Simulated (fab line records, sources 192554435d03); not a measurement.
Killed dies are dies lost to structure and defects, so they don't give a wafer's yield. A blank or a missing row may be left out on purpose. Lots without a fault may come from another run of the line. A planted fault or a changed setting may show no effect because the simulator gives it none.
Split-lot experiment | flow n5_finfet | 7 lots, 21 wafers read, on a route of 1938 steps

THE SPLIT
At N5_BEOL_M9_TRENCH_ETCH_37 (etches SiCOH lowk in C4F6/O2, target depth 151.43 nm, time 49 s), the setting source_w was moved away from the recipe's 345 W on 6 of the 21 wafers read, by -7.1% to +16.9%. The other wafers ran this setting at the recipe's value.

The reading is taken at the split's own step.

THE READING
etch.depth_nm (the simulator's own value, which no gauge read), in nm, at N5_BEOL_M9_TRENCH_ETCH_37 (etches SiCOH lowk in C4F6/O2, target depth 151.43 nm, time 49 s). The file gives no usual value for it. The 15 wafers here that ran the recipe average 151.7 nm, standard deviation 1.5 nm.

wafer  | tool, chamber at the split | source_w as run, W | against the recipe | etch.depth_nm, nm | against lot-mates on the recipe
L079.2 | rie_diel-02, 0             | 345                | recipe             | 153.1             | -
L079.5 | rie_diel-02, 0             | 345                | recipe             | 152.2             | -
L079.6 | rie_diel-02, 1             | 345                | recipe             | 153.8             | -
L081.1 | rie_diel-06, 0             | 345                | recipe             | 149.2             | -
L081.3 | rie_diel-06, 3             | 320.5              | -7.1%              | 146.5             | -3.8
L081.5 | rie_diel-06, 3             | 345                | recipe             | 151.4             | -
L083.1 | rie_diel-06, 3             | 345                | recipe             | 151.6             | -
L083.3 | rie_diel-06, 1             | 345                | recipe             | 152.8             | -
L083.4 | rie_diel-06, 2             | 387.3              | +12.3%             | 154.6             | +2.4
L084.2 | rie_diel-04, 0             | 345                | recipe             | 150.5             | -
L084.5 | rie_diel-04, 0             | 345                | recipe             | 150.3             | -
L084.6 | rie_diel-04, 1             | 345                | recipe             | 149.1             | -
L091.2 | rie_diel-06, 0             | 403.2              | +16.9%             | 158.7             | +7.4
L091.4 | rie_diel-06, 1             | 345                | recipe             | 151.7             | -
L091.6 | rie_diel-06, 1             | 345                | recipe             | 150.9             | -
L094.1 | rie_diel-02, 2             | 345                | recipe             | 151.9             | -
L094.2 | rie_diel-02, 1             | 345                | recipe             | 153.6             | -
L094.3 | rie_diel-02, 0             | 345                | recipe             | 153.5             | -
L095.1 | rie_diel-02, 2             | 396.5              | +14.9%             | 163.5             | no lot-mate on the recipe
L095.2 | rie_diel-02, 1             | 396.5              | +14.9%             | 163.6             | no lot-mate on the recipe
L095.3 | rie_diel-02, 0             | 396.5              | +14.9%             | 161.4             | no lot-mate on the recipe

THE FIT
A straight line over all 21 wafers: etch.depth_nm changes by +0.603 nm for each +1% of source_w; r = +0.90; the points scatter about the line by 2 nm.
The same after taking each lot's own level away (the mean of its wafers on the recipe; 18 wafers): +0.379 nm for each +1%; r = +0.90; scatter 0.96 nm.
On that fit, the largest move of source_w shifts the reading by 6.4 nm.
The lots' own levels span 149.97 to 153.03 nm, that is 2.1 times the standard deviation above.
So the lot-to-lot level changes the slope: the two fits differ.
Check: with one of the wafers moved furthest among these (+16.9%) left out of the fit, the line predicts +4.64 nm for it against its lot-mates. It came out at +7.4 nm against them.

OTHER SPLITS ON THESE WAFERS
These wafers also went through other splits before the reading. Each is held against what the fit with the lots' levels taken away leaves over:
other split on the same wafers     | wafers away from the commonest value | r with etch.depth_nm (lot level and that fit taken away)
N5_BEOL_M7_TRENCH_ETCH_37 source_w | 5                                    | +0.18

THE WHOLE CHAIN: every reading that the file lists as answering this split, in the file's order
step                      | what it does                                                    | reading                                                                   | change (the file's fit)               | r (the file's)
N5_BEOL_M9_TRENCH_ETCH_37 | etches SiCOH lowk in C4F6/O2, target depth 151.43 nm, time 49 s | BEOL_M9.feature_depth_nm (the simulator's own value, which no gauge read) | +0.369 nm for each +1% of the setting | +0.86
N5_BEOL_M9_TRENCH_ETCH_37 | etches SiCOH lowk in C4F6/O2, target depth 151.43 nm, time 49 s | etch.depth_nm (the simulator's own value, which no gauge read)            | +0.373 nm for each +1% of the setting | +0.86

THE FILE'S OWN FIT
etch.depth_nm changes by +0.373 nm for each +1% of source_w, r = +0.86.
